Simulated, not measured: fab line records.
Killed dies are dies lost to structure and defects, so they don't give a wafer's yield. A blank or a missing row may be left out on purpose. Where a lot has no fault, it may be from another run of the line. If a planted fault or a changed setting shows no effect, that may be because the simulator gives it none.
Split-lot study	flow n5-finfet	on a route of 1938 steps: 7 lots, 21 wafers read

THE SPLIT
At N5_BEOL_M11_EXPOSE_08 (exposes mask M11), the setting dose-mj was moved away from the recipe's 53.75 on 5 of the 21 wafers read, by -6.9% to +3.7%. The other wafers ran this setting at the recipe's value.

FROM THE SPLIT TO THE READING: what the file shows between them, 10 steps
- N5_BEOL_M11_PEB_09: peb time 60 s
- N5_BEOL_M11_DEVELOP_10: develop time 30 s
- N5_BEOL_M11_CD_MEAS_11: target cd 64.1 nm
- N5_BEOL_M11_DESCUM_16: chemistry O2, time 7.9 s
- N5_BEOL_M11_ETCH_61: etches SiARC in CF4, target depth 39 nm, time 65 s
- N5_BEOL_M11_ETCH_62: etches SOC in N2/H2, target depth 110 nm, overetch 22 nm, time 165 s
- N5_BEOL_M11_STRIP_68: strips in N2/H2
- N5_BEOL_M11_STRIP_67: strips in CF4
- N5_BEOL_M11_HM_OPEN_17: chemistry Cl2/BCl3, target TiN, target depth 20 nm, overetch 6 nm
- N5_BEOL_M11_STRIP_19: strips in O2

THE READING
cd-nm, in nm, at N5_BEOL_M11_CD_MEAS_18 (pitch 140 nm, target cd 70 nm). On this fab line, fault-free wafers typically give 69.9 nm with a standard deviation of 0.69 nm.

wafer	tool, chamber at the split	dose-mj as run	against the recipe	cd-nm, nm	against lot-mates on the recipe
L074.1	arfi-scanner-02, 0	53.75	recipe	70.1	-
L074.2	arfi-scanner-02, 0	53.75	recipe	70.5	-
L074.3	arfi-scanner-02, 0	55.16	+2.6%	71.9	+1.6
L077.3	arfi-scanner-01, 0	55.72	+3.7%	71.8	+1.0
L077.4	arfi-scanner-01, 0	55.72	+3.7%	73.1	+2.3
L077.5	arfi-scanner-01, 0	53.75	recipe	70.8	-
L078.1	arfi-scanner-01, 0	53.75	recipe	68.8	-
L078.3	arfi-scanner-01, 0	53.75	recipe	70.4	-
L078.5	arfi-scanner-01, 0	53.75	recipe	68.8	-
L080.1	arfi-scanner-01, 0	53.75	recipe	70.8	-
L080.2	arfi-scanner-01, 0	53.75	recipe	68.7	-
L080.3	arfi-scanner-01, 0	50.02	-6.9%	66.0	-3.8
L084.4	arfi-scanner-02, 0	53.75	recipe	69.6	-
L084.5	arfi-scanner-02, 0	53.75	recipe	69.2	-
L084.6	arfi-scanner-02, 0	53.75	recipe	69.6	-
L088.1	arfi-scanner-01, 0	53.75	recipe	70.1	-
L088.2	arfi-scanner-01, 0	53.75	recipe	70.9	-
L088.5	arfi-scanner-01, 0	55.56	+3.4%	72.4	+1.9
L096.2	arfi-scanner-01, 0	53.75	recipe	69.9	-
L096.3	arfi-scanner-01, 0	53.75	recipe	69.4	-
L096.6	arfi-scanner-01, 0	53.75	recipe	69.3	-

FIT RESULTS
A straight line over all 21 wafers: cd-nm changes by +0.637 nm for each +1% of dose-mj; r = +0.89; the points scatter about the line by 0.72 nm.
The same after taking each lot's own level away (the mean of its wafers on the recipe; 21 wafers): +0.523 nm for each +1%; r = +0.90; scatter 0.55 nm.
Per that fit: largest dose-mj move, reading shift of 3.6 nm.
Measured against the standard deviation above, the lots' own levels, which go from 69.33 to 70.80 nm, span 2.1 times it.
Thus the slope moves with the lot-to-lot level: the two fits are different.
Check: -3.47 nm against its lot-mates is what the line predicts for one of the wafers moved furthest among these (-6.9%) when that wafer is left out of the fit. Against them it came out at -3.75 nm.

THE WHOLE CHAIN: every reading that the file lists as answering this split, in the file's order
step	what it does	reading	change (the file's fit)	r (the file's)
N5_BEOL_M11_CD_MEAS_11	target cd 64.1 nm	cd-nm	+0.548 nm for each +1% of the setting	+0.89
N5_BEOL_M11_ETCH_61	etches SiARC in CF4, target depth 39 nm, time 65 s	BEOL_M11.cd-offset-nm (the simulator's own value, which no gauge read)	+0.526 nm for each +1% of the setting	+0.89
N5_BEOL_M11_ETCH_62	etches SOC in N2/H2, target depth 110 nm, overetch 22 nm, time 165 s	BEOL_M11.cd-offset-nm (the simulator's own value, which no gauge read)	+0.521 nm for each +1% of the setting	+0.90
N5_BEOL_M11_CD_MEAS_18	pitch 140 nm, target cd 70 nm	cd-nm	+0.532 nm for each +1% of the setting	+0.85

FILE'S OWN FIT
cd-nm changes by +0.532 nm for each +1% of dose-mj, r = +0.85.
